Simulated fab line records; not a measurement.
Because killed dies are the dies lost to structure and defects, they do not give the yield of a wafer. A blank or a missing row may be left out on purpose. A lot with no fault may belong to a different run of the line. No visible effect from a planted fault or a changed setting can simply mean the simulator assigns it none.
Matching of chambers :: flow nand-harc :: 3 sister chambers for NHARC_A_M0_DEP_32 on pecvd-02
The step deposits SiCN, target thk 30 nm. 3 wafers are shown with their chamber, then 8 later ones without.

== WAFERS, EACH WITH ITS CHAMBER ==
wafer: L079.1
chamber: 1
heater-power-w (W): 624

wafer: L079.2
chamber: 0
heater-power-w (W): 675

wafer: L086.1
chamber: 2
heater-power-w (W): 444

== WAFERS WITHOUT THEIR CHAMBER ==
wafer: L086.2
heater-power-w (W): 702

wafer: L086.4
heater-power-w (W): 440

wafer: L086.3
heater-power-w (W): 550

wafer: L086.5
heater-power-w (W): 558

wafer: L086.6
heater-power-w (W): 666

wafer: L087.2
heater-power-w (W): 615

wafer: L087.3
heater-power-w (W): 606

wafer: L087.4
heater-power-w (W): 394

== EACH ONE'S CHAMBER ==
wafer: L086.2
from the rows above: can't be placed: 0 or 1
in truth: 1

wafer: L086.4
from the rows above: 2
in truth: 2

wafer: L086.3
from the rows above: can't be placed: 1 or 2 or 0
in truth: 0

wafer: L086.5
from the rows above: can't be placed: 1 or 2 or 0
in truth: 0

wafer: L086.6
from the rows above: can't be placed: 0 or 1
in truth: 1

wafer: L087.2
from the rows above: can't be placed: 1 or 0
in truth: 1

wafer: L087.3
from the rows above: can't be placed: 1 or 0
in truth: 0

wafer: L087.4
from the rows above: 2
in truth: 2
Placed correctly: 2 of 8. Cannot be placed on the basis of these rows: 6; the candidates contain the true chamber in 6. 0 placed wrongly.
How it was worked out, from the rows above alone: a wafer's distance from a chamber is the root of the sum, over the readings, of the square of ((its reading less the chamber's mean) divided by the reading's scatter). The wafer belongs to the nearest chamber; if the next one is less than 2 further off, it can't be placed. The mean given for a chamber averages the wafers shown for that chamber. The scatter (one wafer shown for each chamber): square how far every hidden wafer sits from the nearest shown wafer, average those squares and take the square root.
